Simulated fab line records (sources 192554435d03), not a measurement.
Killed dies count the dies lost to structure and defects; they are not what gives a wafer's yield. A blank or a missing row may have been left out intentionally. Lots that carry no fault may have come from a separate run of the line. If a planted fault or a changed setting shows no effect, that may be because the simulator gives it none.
Split-lot trial	flow n5-finfet	21 wafers read across 7 lots, on a route 1938 steps long

== ON THE SPLIT ==
At N5_BEOL_M12_COAT_04 (resist thk 400 nm), the setting spin-rpm was moved away from the recipe's 1625 rpm on 4 of the 21 wafers read, by -3.3% to +6.9%. For the rest of the wafers, this setting stayed at what the recipe calls for.

== FROM THE SPLIT TO THE READING: what the file shows between them, 4 steps ==
- N5_BEOL_M12_EBR_06
- N5_BEOL_M12_SOFTBAKE_05: time 60 s
- N5_BEOL_M12_DESCUM_15: chemistry O2, time 7.9 s
- N5_BEOL_M12_ETCH_59: etches BARC in N2/H2, target depth 89 nm, overetch 26.7 nm, time 67.9 s

== THE READING ==
coat_of_BEOL_M12_COAT_04.thk-nm (the simulator's own value, which no gauge read), in nm, at N5_BEOL_M12_VIA_ETCH_16 (etches SiOC in C4F8/O2/Ar, target depth 724.8 nm). No usual value for it is given in the file. The 17 wafers here that ran the recipe average 128.7 nm, standard deviation 10 nm.

wafer	tool, chamber at the split	spin-rpm as run, rpm	against the recipe	coat_of_BEOL_M12_COAT_04.thk-nm, nm	against lot-mates on the recipe
L077.1	litho-track-03, 0	1625	recipe	123.6	-
L077.5	litho-track-03, 0	1625	recipe	125.2	-
L077.6	litho-track-03, 0	1572	-3.3%	138.2	+13.8
L084.2	litho-track-03, 0	1625	recipe	144.8	-
L084.5	litho-track-03, 0	1625	recipe	120.4	-
L084.6	litho-track-03, 0	1625	recipe	138.4	-
L086.2	litho-track-04, 0	1625	recipe	124.4	-
L086.5	litho-track-04, 0	1625	recipe	120.2	-
L086.6	litho-track-04, 0	1625	recipe	118	-
L087.1	litho-track-04, 0	1689	+3.9%	112.8	-14.0
L087.3	litho-track-04, 0	1625	recipe	127.6	-
L087.4	litho-track-04, 0	1625	recipe	126	-
L090.1	litho-track-01, 0	1625	recipe	126	-
L090.3	litho-track-01, 0	1625	recipe	135.4	-
L090.4	litho-track-01, 0	1718	+5.7%	112.8	-17.9
L094.2	litho-track-04, 0	1625	recipe	115.4	-
L094.4	litho-track-04, 0	1625	recipe	121.6	-
L094.5	litho-track-04, 0	1625	recipe	123.6	-
L096.2	litho-track-01, 0	1737	+6.9%	108.2	-40.8
L096.5	litho-track-01, 0	1625	recipe	150.2	-
L096.6	litho-track-01, 0	1625	recipe	147.8	-

FIT RESULTS
A straight line over all 21 wafers: coat_of_BEOL_M12_COAT_04.thk-nm changes by -3.05 nm for each +1% of spin-rpm; r = -0.58; the points scatter about the line by 9.8 nm.
The same after taking each lot's own level away (the mean of its wafers on the recipe; 21 wafers): -4.56 nm for each +1%; r = -0.88; scatter 5.6 nm.
According to that fit, moving spin-rpm by its largest amount changes the reading by 31 nm.
Across the lots, their own levels run from 120.20 to 149.00 nm, a range of 2.8 times the standard deviation given above.
So the lot-to-lot level blurs the effect unless lot-mates are compared.
Check: for one of the wafers moved furthest among these (+6.9%), held out of the fit, the line's prediction against its lot-mates is -23.7 nm. It came out at -40.8 nm against them.

== ADDITIONAL SPLITS CARRIED BY THESE WAFERS ==
Before the reading, these wafers also passed through other splits. Each is held against what the fit with the lots' levels taken away leaves over:
other split on the same wafers	wafers away from the commonest value	r with coat_of_BEOL_M12_COAT_04.thk-nm (lot level and that fit taken away)
N5_BEOL_M7_ETCH_41 source-w	6	-0.39
N5_BEOL_M8_DESCUM_33 time-s	9	+0.20
N5_BEOL_M8_TRENCH_ETCH_37 bias-w	5	+0.11
N5_BEOL_M9_ETCH_66 bias-w	9	+0.04
N5_BEOL_M9_TRENCH_ETCH_37 bias-w	10	-0.07
N5_BEOL_M10_EXPOSE_25 dose-mj	5	+0.21
N5_BEOL_M11_ETCH_41 time-s	8	-0.10
N5_BEOL_M12_ILD_DEP_00 time-s	9	-0.33

== THE WHOLE CHAIN: every reading that the file lists as answering this split, in the file's order ==
step	what it does	reading	change (the file's fit)	r (the file's)
N5_BEOL_M12_COAT_04	resist thk 400 nm	coat_of_BEOL_M12_COAT_04.thk-nm (the simulator's own value, which no gauge read)	-1.93 nm for each +1% of the setting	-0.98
N5_BEOL_M12_VIA_ETCH_16	etches SiOC in C4F8/O2/Ar, target depth 724.8 nm	coat_of_BEOL_M12_COAT_04.thk-nm (the simulator's own value, which no gauge read)	-4.55 nm for each +1% of the setting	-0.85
N5_BEOL_M12_STRIP_63	strips in N2/H2	strip-time-to-endpoint-s	withheld for each +1% of the setting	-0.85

== THE FILE'S OWN FIT ==
coat_of_BEOL_M12_COAT_04.thk-nm changes by -4.55 nm for each +1% of spin-rpm, r = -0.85.
